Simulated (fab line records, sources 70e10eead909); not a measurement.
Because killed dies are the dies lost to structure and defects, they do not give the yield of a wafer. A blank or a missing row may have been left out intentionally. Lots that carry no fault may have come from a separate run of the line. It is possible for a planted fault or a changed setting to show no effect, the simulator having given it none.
Chamber matching | flow nand harc | NHARC_P_CONTACT_CMP_01 on cmp-04 has 4 sister chambers
The step polishes SiO2, target thk 200 nm. 4 wafers are shown with their chamber, then 8 later ones without.

WAFERS, EACH WITH ITS CHAMBER
wafer  | chamber | motor current A (A)
L082.4 | 3       | 10.4
L084.3 | 2       | 14.3
L088.6 | 1       | 10.4
L089.2 | 0       | 10.3

WAFERS WHOSE CHAMBER IS MISSING
wafer  | motor current A (A)
L089.3 | 10.1
L089.6 | 9.6
L094.1 | 13.3
L094.4 | 10.2
L094.6 | 13.5
L095.1 | 13.9
L095.3 | 10.7
L095.5 | 10.0

WHICH CHAMBER EACH ONE RAN IN
wafer  | from the rows above          | in truth
L089.3 | can't be placed: 0 or 1 or 3 | 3
L089.6 | can't be placed: 0 or 1 or 3 | 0
L094.1 | 2                            | 2
L094.4 | can't be placed: 0 or 1 or 3 | 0
L094.6 | 2                            | 2
L095.1 | 2                            | 2
L095.3 | can't be placed: 1 or 3 or 0 | 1
L095.5 | can't be placed: 0 or 1 or 3 | 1
Correct placement for 3 of the 8. Cannot be placed on the basis of these rows: 5; the candidates contain the true chamber in 5. 0 placed wrongly.
How it was worked out, from the rows above alone: a wafer's distance from a chamber is the root of the sum, over the readings, of the square of ((its reading less the chamber's mean) divided by the reading's scatter). The wafer belongs to the nearest chamber; if the next one is less than 2 further off, it can't be placed. For every chamber, the mean is computed from those of its wafers that are shown. The scatter: root of mean squared gap, hidden wafer to nearest shown wafer, with one shown wafer a chamber.
